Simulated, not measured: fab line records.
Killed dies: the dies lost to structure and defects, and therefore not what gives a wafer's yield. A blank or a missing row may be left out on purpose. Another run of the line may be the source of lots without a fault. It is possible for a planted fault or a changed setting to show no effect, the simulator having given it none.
Which of the tools did it? + flow nand harc + Sampling: 13 lots, 39 wafers, 5 of 1302 route steps

== WHAT EACH GAUGE READ, for each wafer ==
NHARC_P_BONDPAD_THK_MEAS_20: measures by xrf.
| lot  | measured     | on            | thk nm (nm)       |
|------|--------------|---------------|-------------------|
| L900 | day 6 20:03  | film metro-02 | 160.5 162.1 161.3 |
| L901 | day 7 01:20  | film metro-02 | 159.1 158.6 161.0 |
| L902 | day 7 07:35  | film metro-02 | 160.8 158.3 160.9 |
| L903 | day 7 18:00  | film metro-02 | 160.0 161.5 161.1 |
| L904 | day 8 07:49  | film metro-01 | 162.2 161.7 160.1 |
| L905 | day 8 16:07  | film metro-02 | 160.8 160.9 159.9 |
| L907 | day 9 17:31  | film metro-02 | 162.2 158.7 160.7 |
| L908 | day 10 16:16 | film metro-01 | 162.3 159.5 162.2 |
| L911 | day 11 08:29 | film metro-02 | 161.0 160.7 162.0 |
| L914 | day 12 22:16 | film metro-01 | 161.3 161.0 161.1 |
| L918 | day 14 10:22 | film metro-01 | 160.2 159.6 161.4 |
| L920 | day 15 06:07 | film metro-01 | 159.2 160.4 160.6 |
| L923 | day 16 07:17 | film metro-02 | 162.2 163.7 162.2 |

NHARC_A_ZERO_WELL_INSPECT_17.
| lot  | measured     | on                | raw defect count |
|------|--------------|-------------------|------------------|
| L900 | day 6 23:05  | defect inspect-02 | 9 11 9           |
| L901 | day 7 04:20  | defect inspect-02 | 14 5 8           |
| L902 | day 7 10:32  | defect inspect-02 | 7 7 3            |
| L903 | day 7 20:59  | defect inspect-01 | 11 12 13         |
| L904 | day 8 10:50  | defect inspect-02 | 5 8 10           |
| L905 | day 8 19:07  | defect inspect-02 | 3 7 11           |
| L907 | day 9 20:23  | defect inspect-02 | 9 3 18           |
| L908 | day 10 19:19 | defect inspect-01 | 10 2 12          |
| L911 | day 11 11:29 | defect inspect-02 | 7 10 5           |
| L914 | day 13 01:16 | defect inspect-02 | 9 4 11           |
| L918 | day 14 13:24 | defect inspect-01 | 7 22 13          |
| L920 | day 15 09:28 | defect inspect-02 | 8 12 5           |
| L923 | day 16 10:31 | defect inspect-02 | 1 4 12           |

NHARC_A_ONON_D1_THK_MEAS_18: measures by ellipsometry.
| lot  | measured     | on            | thk nm (nm)                   |
|------|--------------|---------------|-------------------------------|
| L900 | day 8 07:59  | film metro-01 | 1009 1006 1010                |
| L901 | day 8 12:05  | film metro-02 | 1016 1015 1015                |
| L902 | day 8 19:38  | film metro-01 | 987 988 989                   |
| L903 | day 9 03:31  | film metro-01 | 991 992 991                   |
| L904 | day 9 19:50  | film metro-01 | 979 979 978                   |
| L905 | day 10 02:26 | film metro-01 | 988 989 989                   |
| L907 | day 11 09:40 | film metro-02 | 987 987 986                   |
| L908 | day 12 06:09 | film metro-02 | 990 991 990                   |
| L911 | day 12 21:55 | film metro-01 | 1007 1008 1010                |
| L914 | day 14 06:20 | film metro-02 | 1008 1008 1008                |
| L918 | day 15 19:19 | film metro-01 | 1617 1613 1614 1613 1613 1615 |
| L920 | day 16 15:55 | film metro-01 | 1620 1620 1621 1621 1620 1619 |
| L923 | day 17 20:00 | film metro-02 | 998 996 996                   |

== WHICH TOOL RAN EACH LOT (tool, then ch and the chambers of the sampled wafers, then the start) ==
| lot  | NHARC_P_BONDPAD_ACTIVATE_29        | NHARC_A_ONON_D1_DEP_16           |
|------|------------------------------------|----------------------------------|
| L900 | rie diel-04 ch 0,2,3, day 6 20:24  | pecvd onon-04 ch 0, day 8 07:29  |
| L901 | rie diel-04 ch 0,1,3, day 7 01:38  | pecvd onon-01 ch 0, day 8 11:34  |
| L902 | rie diel-03 ch 0,1,2, day 7 07:52  | pecvd onon-04 ch 0, day 8 19:08  |
| L903 | rie diel-04 ch 2,3, day 7 18:17    | pecvd onon-01 ch 0, day 9 03:04  |
| L904 | rie diel-04 ch 0,2,3, day 8 08:08  | pecvd onon-01 ch 0, day 9 19:19  |
| L905 | rie diel-03 ch 0,2, day 8 16:23    | pecvd onon-01 ch 0, day 10 01:59 |
| L907 | rie diel-04 ch 0,1,3, day 9 17:46  | pecvd onon-01 ch 0, day 11 09:13 |
| L908 | rie diel-04 ch 1,2,3, day 10 16:32 | pecvd onon-03 ch 0, day 12 05:41 |
| L911 | rie diel-03 ch 0,1, day 11 08:46   | pecvd onon-01 ch 0, day 12 21:24 |
| L914 | rie diel-10 ch 0,1,3, day 12 22:33 | pecvd onon-03 ch 0, day 14 05:49 |
| L918 | rie diel-03 ch 1,2,3, day 14 10:41 | pecvd onon-01 ch 0, day 15 18:59 |
| L920 | rie diel-03 ch 1,2, day 15 06:25   | pecvd onon-01 ch 0, day 16 15:25 |
| L923 | rie diel-04 ch 0,3, day 16 07:34   | pecvd onon-03 ch 0, day 17 19:32 |
- NHARC_P_BONDPAD_ACTIVATE_29: chemistry N2, time 60 s.
- NHARC_A_ONON_D1_DEP_16: target thk 1000 nm.

== AS READ BY THE TOOLS THEMSELVES (means over the sampled wafers that have a number; for cases with no such wafer, the mark the record gives instead) ==
NHARC_P_BONDPAD_ACTIVATE_29.
| lot  | tool        | drypump motor current A (A) | oes product au (a.u.) | rf vpp V (V) | showerhead plenum p Torr (Torr) |
|------|-------------|-----------------------------|-----------------------|--------------|---------------------------------|
| L900 | rie diel-04 | 5.9                         | 1.002                 | 63.4         | 1.71                            |
| L901 | rie diel-04 | 6.0                         | 0.998                 | 63.9         | 1.69                            |
| L902 | rie diel-03 | 5.5                         | 1.001                 | 64.8         | 1.70                            |
| L903 | rie diel-04 | 6.0                         | 0.995                 | 64.3         | 1.70                            |
| L904 | rie diel-04 | 5.9                         | 1.000                 | 63.4         | 1.71                            |
| L905 | rie diel-03 | 5.2                         | 1.004                 | 64.9         | 1.68                            |
| L907 | rie diel-04 | 6.0                         | 1.000                 | 64.0         | 1.69                            |
| L908 | rie diel-04 | 6.1                         | 1.002                 | 62.8         | 1.68                            |
| L911 | rie diel-03 | 4.9                         | 1.002                 | 63.7         | 1.70                            |
| L914 | rie diel-10 | 5.8                         | 1.005                 | 63.7         | 1.72                            |
| L918 | rie diel-03 | 5.5                         | 0.995                 | 65.0         | 1.75                            |
| L920 | rie diel-03 | 6.0                         | 1.001                 | 63.6         | 1.70                            |
| L923 | rie diel-04 | 5.9                         | 0.998                 | 64.0         | 1.71                            |

== THE ANSWER, worked out from the rows above alone ==
Rule: usual is defined by the lots themselves. Put in order of their means at a reading, lots are off if they are a third of the lots or fewer, leave a main group of 4 or more, and stand apart from it by a gap of 3 or more times the standard deviation of the main group's means; of several such gaps the widest counts. If all means in a main group match to the digits the tables above print for the reading, that group is not used. A lot without any number at a reading at which 4 lots or more have one is off too. Any other lot the step has rows for is counted as sound. Order of review: gauges by route order, followed by the tools' own readings, for which a lot's mean as printed above is used. At the first step where some lot is off, the reading lying furthest off is the one used; lots without a number count as furthest.
Off: L918, L920, at NHARC_A_ONON_D1_THK_MEAS_18 (thk nm). The main group: mean 996 nm, standard deviation 11.
If a tool, at a process step before that reading, ran all the lots that are off and no sound lot after the first of them, it fits. The gauges at NHARC_A_ONON_D1_THK_MEAS_18 are tried like those tools. Can't be told from this: 3 tools fit, rie diel-03 at NHARC_P_BONDPAD_ACTIVATE_29, pecvd onon-01 at NHARC_A_ONON_D1_DEP_16, film metro-01 at NHARC_A_ONON_D1_THK_MEAS_18.

== WHAT THE SIMULATOR HAD INSERTED ==
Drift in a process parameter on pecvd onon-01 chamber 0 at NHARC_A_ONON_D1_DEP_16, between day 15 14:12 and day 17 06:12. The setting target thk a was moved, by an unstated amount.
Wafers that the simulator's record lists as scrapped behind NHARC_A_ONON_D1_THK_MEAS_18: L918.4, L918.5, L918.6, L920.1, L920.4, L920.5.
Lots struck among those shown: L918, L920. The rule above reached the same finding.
